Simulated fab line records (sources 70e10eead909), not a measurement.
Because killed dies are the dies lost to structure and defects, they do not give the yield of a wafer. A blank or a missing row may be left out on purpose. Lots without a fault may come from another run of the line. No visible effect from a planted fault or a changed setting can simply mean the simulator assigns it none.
fab line records	flow nand-harc
record lots=24	wafers=72	last-day=34
route steps=1302 shown P_M1@315 P_M2@335 P_BONDPAD@379
lots untouched by any fault: they come from a run of this same line in which no faults occurred
start-h: hours from the record's first day to the start of the lot's first wafer shown	wait-h: hours since the lot's step before	" identical to the entry in the row above	L1.1+2: several wafers, shown together as one row	- either no value or no given start	* or withheld: withheld	< > ~ a bound
route shown NAME@n: NAME is a module with steps in the file, n the number in the route of the first one	usual: mean and standard deviation over wafers with no fault	same: alike in all rows	chamber/n: place in a boat	sites: the reading at each site	_std_site: how widely they spread, as a standard deviation	_edge_site: the outer-site mean with the inner-site mean subtracted	radius-mm: how far each site lies from the wafer's centre	mask NAME#n: copy n	behind: tool/chamber where the wafer was last shaped	hold: reason for holding the lot/hours on hold/outcome of the hold	device: transistor that didn't switch, given as n, p or np	end of line: the tests these same wafers got at the end of their route	step lacking rows: just its recipe	killed: not the wafer's yield, but the dies lost to structure and defects at the first sort	map: a wafer's dies, x killed, . not, _ none there
set.NAME: the setting the step ran with; set.NAME@STEP: the setting that earlier step ran with	model.NAME: the simulator's own value behind a step, which no gauge read
the route's steps for a sample of lots (tables are steps, rows are wafers)
services: from which hour (start-h, from the record's first day; less than 0 if before it) a tool's chamber was out of use, for how many hours, and why
## steps
# step NHARC_P_M1_INSPECT_27
# usual raw-defect-count=317/110
lot.wafer	tool	chamber	start-h	wait-h	raw-defect-count
L074.2	defect-inspect-01	-	142.45	0.0	261
L074.3	"	-	"	"	322
L074.4	"	-	"	"	259
L075.1	defect-inspect-02	-	143.42	0.0	122
L075.3	"	-	"	"	304
L075.4	"	-	"	"	260
L076.2	defect-inspect-02	-	146.94	0.0	407
L076.3	"	-	"	"	164
L076.6	"	-	"	"	150
L077.2	defect-inspect-02	-	153.81	0.0	438
L077.3	"	-	"	"	304
L077.6	"	-	"	"	390
L078.1	defect-inspect-02	-	167.52	0.0	161
L078.4	"	-	"	"	296
L078.5	"	-	"	"	237
L079.1	defect-inspect-02	-	185.95	0.0	259
L079.4	"	-	"	"	228
L079.6	"	-	"	"	355
L080.3	defect-inspect-01	-	186.87	0.0	537
L080.4	"	-	"	"	394
L080.5	"	-	"	"	278
L081.2	defect-inspect-01	-	204.50	0.0	260
L081.3	"	-	"	"	415
L081.6	"	-	"	"	488
L082.1	defect-inspect-01	-	204.87	0.0	151
L082.5	"	-	"	"	229
L082.6	"	-	"	"	152
L083.3	defect-inspect-01	-	217.08	0.0	379
L083.4	"	-	"	"	480
L083.6	"	-	"	"	395
L084.3	defect-inspect-02	-	232.32	0.0	224
L084.4	"	-	"	"	161
L084.6	"	-	"	"	211
L085.3	defect-inspect-02	-	240.17	0.0	259
L085.5	"	-	"	"	260
L085.6	"	-	"	"	423
L086.2	defect-inspect-02	-	247.71	0.0	222
L086.4	"	-	"	"	416
L086.6	"	-	"	"	268
L089.2	defect-inspect-02	-	271.34	0.0	602
L089.3	"	-	"	"	296
L089.4	"	-	"	"	484
L087.2	defect-inspect-01	-	271.65	0.0	433
L087.5	"	-	"	"	215
L087.6	"	-	"	"	247
L088.2	defect-inspect-02	-	272.59	0.0	322
L088.3	"	-	"	"	298
L088.5	"	-	"	"	277
L090.1	defect-inspect-02	-	292.00	0.0	304
L090.2	"	-	"	"	215
L090.3	"	-	"	"	447
L091.2	defect-inspect-02	-	294.79	0.0	327
L091.4	"	-	"	"	173
L091.5	"	-	"	"	301
L092.2	defect-inspect-01	-	307.63	0.0	471
L092.4	"	-	"	"	598
L092.5	"	-	"	"	330
L093.1	defect-inspect-02	-	317.84	0.0	288
L093.2	"	-	"	"	407
L093.4	"	-	"	"	337
L095.2	defect-inspect-01	-	328.87	0.0	503
L095.4	"	-	"	"	253
L095.5	"	-	"	"	223
L094.1	defect-inspect-02	-	329.51	0.0	182
L094.2	"	-	"	"	148
L094.4	"	-	"	"	303
L096.2	defect-inspect-02	-	341.29	0.0	438
L096.4	"	-	"	"	418
L096.6	"	-	"	"	337
L097.2	defect-inspect-01	-	355.83	0.0	304
L097.4	"	-	"	"	398
L097.6	"	-	"	"	226
# step NHARC_P_M2_STRIP_18
# recipe power-w=1000	n2-flow-sccm=150	h2-flow-sccm=150	ar-flow-sccm=0	bias-w=0	chemistry=N2/H2
# usual drypump-motor-current-A=5.6/0.34	oes-product-au=0.998/0.008	rf-vpp-V=90.6/0.92	showerhead-plenum-p-Torr=2.04/0.09	throttle-valve-pct=14.171/0.0085
lot.wafer	tool	chamber	start-h	wait-h	drypump-motor-current-A	oes-product-au	rf-hours-counter-h	rf-vpp-V	showerhead-plenum-p-Torr	throttle-valve-pct
L074.2	rie-diel-11	0	144.41	0.1	5.3	1.005	2.1	91.7	1.99	14.177
L074.3	"	1	"	"	5.9	1.004	2.4	89.3	2.21	14.166
L074.4	"	2	"	"	5.7	1.006	2.8	90.3	1.94	14.173
L075.3	rie-diel-04	3	145.58	0.1	5.1	0.990	6.2	91.6	2.13	14.170
L075.1	"	0	"	"	5.9	1.000	4.8	91.4	1.94	14.188
L075.4	"	1	"	"	6.2	0.997	6.0	90.1	2.01	14.163
L076.2	rie-diel-08	3	148.90	0.1	6.2	0.999	8.0	89.9	2.06	14.164
L076.3	"	2	"	"	5.4	1.009	7.6	91.4	1.94	14.161
L076.6	"	3	"	"	6.1	0.987	-	90.2	2.06	14.183
L077.3	rie-diel-08	1	155.77	0.1	5.5	0.998	7.2	90.7	1.97	14.175
L077.2	"	3	"	"	6.1	0.997	8.3	90.4	2.06	14.174
L077.6	"	2	"	"	5.5	1.017	-	89.8	1.94	14.169
L078.4	rie-diel-11	2	169.38	0.1	5.7	0.994	4.1	90.6	1.94	14.168
L078.1	"	3	"	"	5.1	1.003	3.8	89.2	1.99	14.172
L078.5	"	2	"	"	5.7	0.999	-	89.4	1.94	14.148
L079.1	rie-diel-04	2	187.95	0.1	5.6	1.007	0.0	90.1	2.11	14.178
L079.4	"	3	"	"	5.1	0.997	0.0	91.3	2.13	14.166
L079.6	"	1	"	"	6.2	1.007	-	90.6	2.01	14.175
L080.3	rie-diel-04	2	188.77	0.1	5.7	1.005	0.1	90.6	2.11	14.174
L080.4	"	3	"	"	5.1	0.994	0.1	91.2	2.13	14.174
L080.5	"	0	"	"	5.8	1.005	-	89.2	1.94	14.164
L081.3	rie-diel-08	2	206.49	0.1	5.5	1.001	0.5	91.1	1.94	14.167
L081.2	"	3	"	"	6.1	0.977	0.6	91.6	2.06	14.168
L081.6	"	0	"	"	5.9	0.981	-	91.3	2.18	14.165
L082.1	rie-diel-11	0	206.73	0.1	5.3	0.994	6.0	89.5	1.99	14.165
L082.6	"	3	"	"	5.1	1.005	-	90.8	1.99	14.172
L082.5	"	0	"	"	5.3	1.001	-	91.5	1.99	14.176
L083.3	rie-diel-11	1	219.05	0.1	5.9	1.008	7.0	92.4	2.21	14.176
L083.4	"	3	"	"	5.1	1.008	7.8	91.0	1.99	14.172
L083.6	"	0	"	"	5.3	0.997	-	91.2	1.99	14.160
L084.4	rie-diel-08	1	234.33	0.1	5.5	1.003	2.2	89.8	1.97	14.190
L084.3	"	2	"	"	5.5	1.004	2.0	88.3	1.94	14.163
L084.6	"	3	"	"	6.1	0.993	-	91.1	2.06	14.181
L085.3	rie-diel-08	1	242.15	0.1	5.5	0.997	2.5	89.9	1.97	14.169
L085.5	"	0	"	"	5.9	1.002	-	91.7	2.17	14.164
L085.6	"	1	"	"	5.5	1.004	-	90.2	1.97	14.178
L086.2	rie-diel-04	3	249.64	0.1	5.1	1.007	2.3	91.2	2.13	14.172
L086.4	"	0	"	"	5.9	0.998	2.3	89.1	1.94	14.158
L086.6	"	0	"	"	5.9	0.990	-	90.8	1.94	14.183
L089.3	rie-diel-11	0	273.34	0.1	5.3	0.995	0.7	90.3	1.99	14.180
L089.2	"	1	"	"	5.9	1.004	1.2	91.2	2.20	14.165
L089.4	"	2	"	"	5.7	0.998	1.5	90.4	1.94	14.165
L087.2	rie-diel-04	3	273.68	0.1	5.1	0.990	4.2	90.1	2.13	14.177
L087.6	"	0	"	"	5.9	0.992	-	89.5	1.94	14.175
L087.5	"	1	"	"	6.2	0.989	-	91.9	2.01	14.176
L088.3	rie-diel-04	0	274.63	0.1	5.8	0.997	4.2	89.9	1.94	14.160
L088.2	"	1	"	"	6.2	0.989	3.4	91.7	2.01	14.164
L088.5	"	3	"	"	5.2	0.999	-	91.4	2.13	14.165
L090.1	rie-diel-08	2	293.98	0.1	5.5	1.011	5.7	89.9	1.94	14.169
L090.2	"	3	"	"	6.1	0.990	6.4	91.4	2.06	14.184
L090.3	"	0	"	"	5.9	0.993	6.4	92.4	2.17	14.171
L091.2	rie-diel-04	3	296.62	0.1	5.1	0.992	6.4	90.3	2.13	14.168
L091.4	"	0	"	"	5.8	1.007	6.5	90.0	1.94	14.187
L091.5	"	3	"	"	5.1	0.996	-	89.1	2.13	14.156
L092.4	rie-diel-04	1	309.49	0.1	6.2	0.994	5.7	89.9	2.01	14.175
L092.2	"	2	"	"	5.7	0.986	5.6	91.2	2.11	14.171
L092.5	"	0	"	"	5.8	0.991	-	90.0	1.94	14.177
L093.2	rie-diel-11	0	319.68	0.1	5.3	1.000	3.0	90.1	1.99	14.184
L093.1	"	3	"	"	5.1	1.009	3.9	90.5	1.99	14.165
L093.4	"	1	"	"	5.9	1.006	-	91.9	2.20	14.165
L095.2	rie-diel-04	3	330.89	0.1	5.1	0.998	7.7	90.7	2.13	14.167
L095.4	"	0	"	"	5.8	1.002	7.7	88.1	1.94	14.165
L095.5	"	1	"	"	6.2	0.989	-	89.7	2.01	14.157
L094.2	rie-diel-08	1	331.47	0.1	5.5	1.001	8.4	89.8	1.97	14.172
L094.1	"	2	"	"	5.5	1.006	7.9	90.4	1.94	14.173
L094.4	"	0	"	"	5.8	0.989	9.1	91.3	2.17	14.170
L096.4	rie-diel-08	0	343.25	0.1	5.8	1.004	9.8	90.9	2.17	14.180
L096.2	"	3	"	"	6.1	1.001	9.3	89.8	2.06	14.166
L096.6	"	1	"	"	5.5	0.997	-	91.7	1.96	14.179
L097.4	rie-diel-11	1	358.62	0.1	5.8	1.010	5.1	91.8	2.20	14.163
L097.2	"	2	"	"	5.7	1.007	4.7	89.7	1.94	14.161
L097.6	"	3	"	"	5.1	0.991	-	91.9	1.99	14.174
# step NHARC_P_M2_ETCH_28
# recipe target-depth-a=300	over-etch-frac=0.3	time-s=72.99	ion-energy-ev=150	cf4-flow-sccm=50	n2-flow-sccm=100	ar-flow-sccm=150	rf-w=300	bias-w=100	chemistry=CF4/N2
# usual drypump-motor-current-A=5.6/0.34	oes-product-au=0.996/0.0082	rf-vpp-V=314.1/2.1	showerhead-plenum-p-Torr=2.63/0.11	throttle-valve-pct=19.794/0.0094
lot.wafer	tool	chamber	start-h	wait-h	drypump-motor-current-A	oes-product-au	rf-hours-counter-h	rf-vpp-V	showerhead-plenum-p-Torr	throttle-valve-pct
L074.2	rie-diel-11	1	-	-	5.9	1.011	2.4	318.1	2.82	19.793
L074.4	"	2	"	"	5.8	0.999	2.8	310.8	2.51	19.799
L074.3	"	0	"	"	5.3	0.995	2.1	311.9	2.57	19.789
L075.1	rie-diel-04	1	-	-	6.2	0.988	6.0	312.3	2.59	19.785
L075.4	"	3	"	"	5.2	0.972	6.3	315.7	2.73	19.788
L075.3	"	0	"	"	5.8	0.981	4.8	310.8	2.51	19.801
L076.2	rie-diel-08	3	-	-	6.1	0.996	8.1	314.0	2.65	19.786
L076.3	"	2	"	"	5.4	1.003	7.7	313.2	2.51	19.786
L076.6	"	2	"	"	5.4	1.002	-	312.4	2.51	19.789
L077.3	rie-diel-08	2	-	-	5.5	1.009	8.0	312.2	2.51	19.801
L077.2	"	1	"	"	5.5	0.993	7.2	310.9	2.54	19.806
L077.6	"	2	"	"	5.5	1.001	-	310.7	2.51	19.818
L078.1	rie-diel-11	2	-	-	5.7	1.007	4.1	313.0	2.51	19.782
L078.4	"	1	"	"	5.9	1.010	3.4	318.5	2.82	19.806
L078.5	"	3	"	"	5.1	1.003	-	312.1	2.57	19.796
L079.4	rie-diel-04	0	-	-	5.8	0.997	0.0	313.2	2.51	19.801
L079.1	"	1	"	"	6.2	0.993	0.1	311.8	2.59	19.791
L079.6	"	3	"	"	5.1	0.996	-	316.9	2.73	19.789
L080.4	rie-diel-04	0	-	-	5.8	0.998	0.1	313.9	2.51	19.797
L080.3	"	1	"	"	6.2	0.999	0.1	314.1	2.59	19.799
L080.5	"	3	"	"	5.1	0.996	-	317.0	2.73	19.783
L081.3	rie-diel-08	1	-	-	5.5	0.982	0.8	313.6	2.54	19.810
L081.2	"	0	"	"	5.9	0.992	0.9	317.8	2.79	19.786
L081.6	"	2	"	"	5.5	0.999	-	312.8	2.51	19.785
L082.1	rie-diel-11	1	-	-	5.9	0.996	5.7	317.0	2.82	19.795
L082.5	"	1	"	"	5.9	1.010	-	317.4	2.82	19.785
L082.6	"	2	"	"	5.8	1.007	-	312.5	2.50	19.778
L083.4	rie-diel-11	0	-	-	5.3	1.009	7.2	312.6	2.56	19.788
L083.3	"	1	"	"	5.9	1.000	7.0	316.6	2.82	19.803
L083.6	"	0	"	"	5.3	1.003	-	313.0	2.56	19.825
L084.4	rie-diel-08	1	-	-	5.5	0.998	2.2	311.5	2.54	19.769
L084.3	"	3	"	"	6.1	0.984	3.0	313.0	2.65	19.796
L084.6	"	0	"	"	5.8	0.999	-	316.4	2.79	19.779
L085.3	rie-diel-08	1	-	-	5.5	1.001	2.5	311.4	2.54	19.794
L085.5	"	2	"	"	5.5	1.005	-	313.5	2.51	19.796
L085.6	"	3	"	"	6.1	0.993	-	315.1	2.65	19.796
L086.2	rie-diel-04	1	-	-	6.2	1.002	1.9	313.6	2.59	19.807
L086.4	"	2	"	"	5.6	0.991	2.0	316.7	2.71	19.787
L086.6	"	0	"	"	5.8	1.002	-	312.5	2.51	19.774
L089.2	rie-diel-11	0	-	-	5.3	0.998	0.7	313.2	2.56	19.806
L089.4	"	2	"	"	5.7	1.009	1.5	312.6	2.50	19.806
L089.3	"	3	"	"	5.1	1.006	1.6	311.5	2.56	19.784
L087.2	rie-diel-04	2	-	-	5.7	0.991	3.4	314.9	2.71	19.792
L087.6	"	2	"	"	5.7	1.003	-	315.8	2.71	19.799
L087.5	"	3	"	"	5.2	0.989	-	317.4	2.73	19.789
L088.3	rie-diel-04	3	-	-	5.1	0.989	4.3	315.7	2.73	19.786
L088.2	"	0	"	"	5.8	0.995	4.2	311.4	2.51	19.806
L088.5	"	3	"	"	5.2	0.983	-	316.1	2.73	19.797
L090.3	rie-diel-08	2	-	-	5.5	1.001	5.8	312.8	2.51	19.789
L090.1	"	3	"	"	6.1	0.993	6.4	314.6	2.65	19.792
L090.2	"	0	"	"	5.9	0.997	6.5	316.8	2.78	19.814
L091.2	rie-diel-04	3	-	-	5.1	0.998	6.4	316.5	2.73	19.796
L091.4	"	0	"	"	5.8	1.004	6.5	312.2	2.51	19.803
L091.5	"	0	"	"	5.8	1.002	-	312.3	2.51	19.814
L092.2	rie-diel-04	1	-	-	6.2	0.995	5.8	312.8	2.59	19.789
L092.4	"	3	"	"	5.1	0.996	6.6	315.3	2.73	19.783
L092.5	"	1	"	"	6.2	0.997	-	313.4	2.59	19.779
L093.1	rie-diel-11	0	-	-	5.3	0.995	3.0	313.3	2.56	19.793
L093.2	"	3	"	"	5.1	0.998	4.0	314.6	2.56	19.801
L093.4	"	1	"	"	5.9	1.004	-	318.6	2.82	19.805
L095.4	rie-diel-04	2	-	-	5.7	0.989	7.3	315.4	2.70	19.799
L095.2	"	3	"	"	5.2	0.990	7.7	317.6	2.73	19.790
L095.5	"	2	"	"	5.7	0.990	-	314.4	2.70	19.788
L094.1	rie-diel-08	2	-	-	5.4	1.003	8.0	311.9	2.51	19.803
L094.4	"	3	"	"	6.1	0.993	8.6	314.5	2.65	19.799
L094.2	"	1	"	"	5.5	0.980	8.4	310.4	2.54	19.798
L096.4	rie-diel-08	0	-	-	5.8	0.991	9.8	315.4	2.78	19.805
L096.2	"	1	"	"	5.5	0.993	9.7	312.4	2.54	19.793
L096.6	"	1	"	"	5.5	0.992	-	312.1	2.54	19.800
L097.2	rie-diel-11	1	-	-	5.9	0.990	5.1	317.8	2.82	19.802
L097.4	"	3	"	"	5.1	0.992	5.7	314.0	2.56	19.784
L097.6	"	1	"	"	5.9	0.998	-	317.4	2.82	19.789
# step NHARC_P_M2_THK_MEAS_24
# recipe thk-meas-gauge=xrf
# usual thk-nm=144.5/1.3
lot.wafer	tool	chamber	start-h	wait-h	thk-nm
L074.2	film-metro-02	-	146.46	-	145.1
L074.3	"	-	"	"	145.5
L074.4	"	-	"	"	143.2
L075.1	film-metro-02	-	147.66	-	143.2
L075.3	"	-	"	"	145.2
L075.4	"	-	"	"	144.9
L076.2	film-metro-02	-	151.08	-	144.0
L076.3	"	-	"	"	141.9
L076.6	"	-	"	"	144.8
L077.2	film-metro-02	-	158.12	-	146.4
L077.3	"	-	"	"	144.2
L077.6	"	-	"	"	144.3
L078.1	film-metro-02	-	171.43	-	141.6
L078.4	"	-	"	"	144.5
L078.5	"	-	"	"	143.2
L079.1	film-metro-02	-	189.98	-	146.8
L079.4	"	-	"	"	145.2
L079.6	"	-	"	"	145.2
L080.3	film-metro-02	-	190.76	-	142.8
L080.4	"	-	"	"	144.3
L080.5	"	-	"	"	142.4
L081.2	film-metro-02	-	208.51	-	144.5
L081.3	"	-	"	"	145.3
L081.6	"	-	"	"	142.8
L082.1	film-metro-02	-	208.78	-	144.6
L082.5	"	-	"	"	144.7
L082.6	"	-	"	"	145.0
L083.3	film-metro-02	-	221.07	-	144.0
L083.4	"	-	"	"	142.4
L083.6	"	-	"	"	143.3
L084.3	film-metro-01	-	236.31	-	145.2
L084.4	"	-	"	"	144.7
L084.6	"	-	"	"	145.1
L085.3	film-metro-01	-	244.52	-	145.3
L085.5	"	-	"	"	143.4
L085.6	"	-	"	"	145.5
L086.2	film-metro-02	-	251.72	-	144.3
L086.4	"	-	"	"	143.6
L086.6	"	-	"	"	144.6
L089.2	film-metro-02	-	275.42	-	145.3
L089.3	"	-	"	"	143.6
L089.4	"	-	"	"	143.1
L087.2	film-metro-02	-	275.64	-	144.8
L087.5	"	-	"	"	143.2
L087.6	"	-	"	"	144.3
L088.2	film-metro-01	-	276.66	-	145.0
L088.3	"	-	"	"	146.6
L088.5	"	-	"	"	144.3
L090.1	film-metro-02	-	296.04	-	145.1
L090.2	"	-	"	"	147.4
L090.3	"	-	"	"	145.6
L091.2	film-metro-01	-	298.66	-	146.0
L091.4	"	-	"	"	142.8
L091.5	"	-	"	"	144.8
L092.2	film-metro-01	-	311.53	-	144.3
L092.4	"	-	"	"	145.6
L092.5	"	-	"	"	145.3
L093.1	film-metro-01	-	321.78	-	146.2
L093.2	"	-	"	"	144.9
L093.4	"	-	"	"	144.4
L095.2	film-metro-02	-	332.92	-	143.8
L095.4	"	-	"	"	145.3
L095.5	"	-	"	"	146.7
L094.1	film-metro-01	-	333.50	-	142.7
L094.2	"	-	"	"	144.8
L094.4	"	-	"	"	144.6
L096.2	film-metro-02	-	345.31	-	144.3
L096.4	"	-	"	"	144.3
L096.6	"	-	"	"	142.7
L097.2	film-metro-02	-	360.94	-	141.4
L097.4	"	-	"	"	146.0
L097.6	"	-	"	"	141.5
# step NHARC_P_BONDPAD_ANNEAL_28
# recipe temp-c=225	time-s=90
# usual wafer_temp_C_max=226.1/0.42
lot.wafer	tool	chamber	start-h	wait-h	wafer_temp_C_max
L074.2	rtp-anneal-02	0	150.21	-	226.9
L074.3	"	0	"	"	226.1
L074.4	"	0	"	"	226.4
L075.1	rtp-anneal-02	0	151.37	-	226.6
L075.3	"	0	"	"	226.7
L075.4	"	0	"	"	226.0
L076.2	rtp-anneal-02	0	154.97	0.4	226.3
L076.3	"	0	"	"	226.8
L076.6	"	0	"	"	226.7
L077.2	rtp-anneal-02	0	162.00	-	226.4
L077.3	"	0	"	"	226.8
L077.6	"	0	"	"	226.5
L078.1	rtp-anneal-01	0	175.14	0.3	225.8
L078.4	"	0	"	"	225.8
L078.5	"	0	"	"	225.6
L079.1	rtp-anneal-01	0	193.80	-	225.6
L079.4	"	0	"	"	225.7
L079.6	"	0	"	"	225.5
L080.3	rtp-anneal-01	0	194.70	0.3	225.7
L080.4	"	0	"	"	226.0
L080.5	"	0	"	"	225.6
L081.2	rtp-anneal-01	0	212.42	-	225.9
L081.3	"	0	"	"	226.2
L081.6	"	0	"	"	225.9
L082.1	rtp-anneal-02	0	212.83	0.3	225.9
L082.5	"	0	"	"	226.1
L082.6	"	0	"	"	226.0
L083.3	rtp-anneal-02	0	225.13	-	226.9
L083.4	"	0	"	"	226.7
L083.6	"	0	"	"	225.9
L084.3	rtp-anneal-01	0	240.23	-	225.8
L084.4	"	0	"	"	225.4
L084.6	"	0	"	"	225.4
L085.3	rtp-anneal-02	0	248.52	0.3	226.4
L085.5	"	0	"	"	226.1
L085.6	"	0	"	"	226.1
L086.2	rtp-anneal-02	0	255.59	-	226.5
L086.4	"	0	"	"	226.5
L086.6	"	0	"	"	226.8
L089.2	rtp-anneal-02	0	279.29	-	225.9
L089.3	"	0	"	"	226.4
L089.4	"	0	"	"	225.8
L087.2	rtp-anneal-01	0	279.64	0.4	225.6
L087.5	"	0	"	"	225.4
L087.6	"	0	"	"	225.6
L088.2	rtp-anneal-02	0	280.59	-	225.8
L088.3	"	0	"	"	226.5
L088.5	"	0	"	"	226.7
L090.1	rtp-anneal-02	0	300.31	-	226.5
L090.2	"	0	"	"	226.9
L090.3	"	0	"	"	226.2
L091.2	rtp-anneal-02	0	302.58	0.3	226.0
L091.4	"	0	"	"	226.0
L091.5	"	0	"	"	226.6
L092.2	rtp-anneal-02	0	315.42	-	226.6
L092.4	"	0	"	"	226.2
L092.5	"	0	"	"	225.9
L093.1	rtp-anneal-01	0	325.64	0.3	225.6
L093.2	"	0	"	"	225.9
L093.4	"	0	"	"	225.4
L095.2	rtp-anneal-01	0	336.86	-	226.0
L095.4	"	0	"	"	225.8
L095.5	"	0	"	"	225.7
L094.1	rtp-anneal-01	0	337.41	-	225.5
L094.2	"	0	"	"	225.9
L094.4	"	0	"	"	225.7
L096.2	rtp-anneal-01	0	349.64	0.3	225.7
L096.4	"	0	"	"	225.5
L096.6	"	0	"	"	225.5
L097.2	rtp-anneal-02	0	364.81	-	226.5
L097.4	"	0	"	"	226.8
L097.6	"	0	"	"	226.6
# step NHARC_P_BONDPAD_ACTIVATE_29
# recipe time-s=60	n2-flow-sccm=200	ar-flow-sccm=0	bias-power-w=0	chemistry=N2
# usual drypump-motor-current-A=5.7/0.6	oes-product-au=1.002/0.0069	rf-vpp-V=64.1/0.89	showerhead-plenum-p-Torr=1.77/0.078
lot.wafer	tool	chamber	start-h	wait-h	drypump-motor-current-A	oes-product-au	rf-hours-counter-h	rf-vpp-V	showerhead-plenum-p-Torr
L074.3	rie-diel-10	0	151.09	0.1	6.2	1.001	6.0	64.2	1.86
L074.2	"	1	"	"	5.9	0.998	5.8	64.8	1.74
L074.4	"	2	"	"	5.3	1.012	2.7	63.8	1.68
L075.4	rie-diel-09	2	152.32	0.1	6.3	0.997	0.0	64.2	1.91
L075.1	"	3	"	"	6.0	0.998	0.0	63.9	1.76
L075.3	"	0	"	"	6.5	1.015	0.0	65.2	1.77
L076.3	rie-diel-10	3	155.85	0.1	4.7	1.019	5.5	63.3	1.67
L076.2	"	1	"	"	6.0	0.997	5.8	64.8	1.74
L076.6	"	2	"	"	5.3	1.010	-	63.9	1.68
L077.3	rie-diel-10	3	162.91	0.1	4.7	1.006	5.6	63.5	1.67
L077.2	"	1	"	"	5.9	0.999	6.0	63.3	1.74
L077.6	"	2	"	"	5.3	0.996	-	62.9	1.68
L078.1	rie-diel-06	0	176.10	0.1	4.7	1.003	2.3	64.1	1.73
L078.5	"	1	"	"	6.1	1.012	-	64.6	1.80
L078.4	"	3	"	"	6.0	1.014	-	63.4	1.84
L079.1	rie-diel-10	2	194.74	0.1	5.3	0.996	4.9	62.6	1.68
L079.4	"	0	"	"	6.2	1.007	7.7	64.5	1.86
L079.6	"	2	"	"	5.3	1.011	-	64.0	1.68
L080.3	rie-diel-09	2	195.58	0.1	6.3	1.003	1.4	64.4	1.91
L080.4	"	3	"	"	6.1	1.005	1.5	64.9	1.76
L080.5	"	1	"	"	6.4	1.009	-	63.5	1.88
L081.3	rie-diel-06	0	213.34	0.1	4.7	1.006	4.0	63.2	1.73
L081.2	"	2	"	"	5.8	1.000	3.1	64.2	1.81
L081.6	"	3	"	"	6.0	1.015	-	64.0	1.84
L082.1	rie-diel-10	2	213.82	0.1	5.3	0.994	5.3	63.2	1.68
L082.6	"	2	"	"	5.3	0.994	-	62.5	1.68
L082.5	"	3	"	"	4.7	1.003	-	64.6	1.67
L083.3	rie-diel-10	3	226.02	0.1	4.7	1.010	8.2	62.4	1.67
L083.4	"	0	"	"	6.2	1.002	8.5	63.8	1.86
L083.6	"	1	"	"	5.9	1.005	-	64.0	1.74
L084.3	rie-diel-09	3	241.09	0.1	6.0	1.000	3.5	65.3	1.75
L084.4	"	1	"	"	6.4	1.002	-	65.3	1.88
L084.6	"	2	"	"	6.2	0.985	-	65.5	1.91
L085.3	rie-diel-09	1	249.40	0.1	6.4	1.006	3.8	65.1	1.88
L085.6	"	1	"	"	6.4	1.001	-	64.1	1.88
L085.5	"	3	"	"	6.0	1.010	-	64.4	1.75
L086.2	rie-diel-10	1	256.54	0.1	5.9	1.003	0.1	64.5	1.74
L086.4	"	2	"	"	5.3	0.990	0.1	63.3	1.68
L086.6	"	1	"	"	5.9	1.008	-	64.0	1.74
L089.2	rie-diel-10	2	280.17	0.1	5.3	1.000	1.3	63.8	1.68
L089.3	"	3	"	"	4.7	0.992	1.1	64.1	1.67
L089.4	"	0	"	"	6.2	1.011	1.5	65.1	1.86
L087.2	rie-diel-09	2	280.61	0.1	6.3	1.002	4.5	64.6	1.91
L087.6	"	3	"	"	6.1	1.010	-	64.1	1.75
L087.5	"	0	"	"	6.5	1.000	-	64.2	1.77
L088.2	rie-diel-06	0	281.54	0.1	4.7	1.004	6.6	63.3	1.73
L088.3	"	1	"	"	6.0	0.997	7.1	64.3	1.80
L088.5	"	2	"	"	5.8	1.008	-	62.8	1.81
L090.3	rie-diel-10	2	301.29	0.1	5.3	1.008	1.7	64.3	1.68
L090.1	"	3	"	"	4.7	0.997	1.6	64.5	1.67
L090.2	"	0	"	"	6.2	0.988	1.9	65.4	1.86
L091.4	rie-diel-06	0	303.46	0.1	4.7	1.003	7.9	64.6	1.72
L091.2	"	2	"	"	5.8	1.010	7.6	65.1	1.81
L091.5	"	1	"	"	6.0	1.001	-	64.4	1.80
L092.2	rie-diel-06	0	316.35	0.1	4.7	1.007	0.0	65.4	1.73
L092.4	"	3	"	"	6.0	0.999	0.0	64.3	1.84
L092.5	"	0	"	"	4.7	0.999	-	64.4	1.73
L093.1	rie-diel-10	2	326.60	0.1	5.3	0.999	3.1	65.0	1.67
L093.4	"	3	"	"	4.7	1.005	2.8	64.0	1.67
L093.2	"	1	"	"	5.9	1.005	3.3	62.5	1.74
L095.2	rie-diel-10	2	337.76	0.1	5.3	1.008	4.0	64.2	1.67
L095.4	"	3	"	"	4.7	1.001	3.5	63.2	1.67
L095.5	"	2	"	"	5.3	1.003	-	64.1	1.68
L094.4	rie-diel-09	1	338.33	0.1	6.4	1.008	0.7	65.7	1.88
L094.2	"	2	"	"	6.2	1.010	0.7	64.9	1.91
L094.1	"	3	"	"	6.0	1.011	0.2	63.4	1.75
L096.4	rie-diel-06	3	350.55	0.1	6.0	1.000	1.6	63.8	1.84
L096.2	"	1	"	"	6.1	1.006	1.6	65.6	1.80
L096.6	"	3	"	"	6.0	1.007	-	62.9	1.84
L097.4	rie-diel-06	0	365.73	0.1	4.7	0.994	3.6	63.9	1.72
L097.2	"	1	"	"	6.1	0.996	4.0	64.3	1.80
L097.6	"	1	"	"	6.0	0.998	-	63.5	1.80
## services
tool	chamber	start-h	hours	kind
rie-diel-06	-	130.20	9.0	pm
rie-diel-10	2	131.49	5.3	repair
rie-diel-08	0	147.02	23.0	repair
rie-diel-04	-	164.10	0.3	repair
rie-diel-06	2	166.11	20.1	repair
rie-diel-10	1	167.67	4.5	repair
rie-diel-10	1	174.66	4.0	repair
rie-diel-08	3	175.05	12.2	repair
rie-diel-04	-	177.90	9.0	pm
rie-diel-08	2	180.09	9.1	repair
rie-diel-06	1	185.32	13.0	repair
rie-diel-08	-	191.47	9.0	pm
rie-diel-04	0	206.37	1.6	repair
rie-diel-04	3	218.29	5.2	repair
rie-diel-04	-	231.93	2.4	repair
rie-diel-10	-	242.50	9.0	pm
rie-diel-08	1	248.51	4.1	repair
rie-diel-11	0	254.83	8.0	repair
rie-diel-11	-	255.50	9.0	pm
rie-diel-11	0	265.06	3.6	repair
rie-diel-11	-	278.75	0.5	repair
rie-diel-06	1	294.07	1.2	repair
rie-diel-11	2	314.03	7.1	repair
rie-diel-04	-	354.90	9.0	pm
## key
fault none
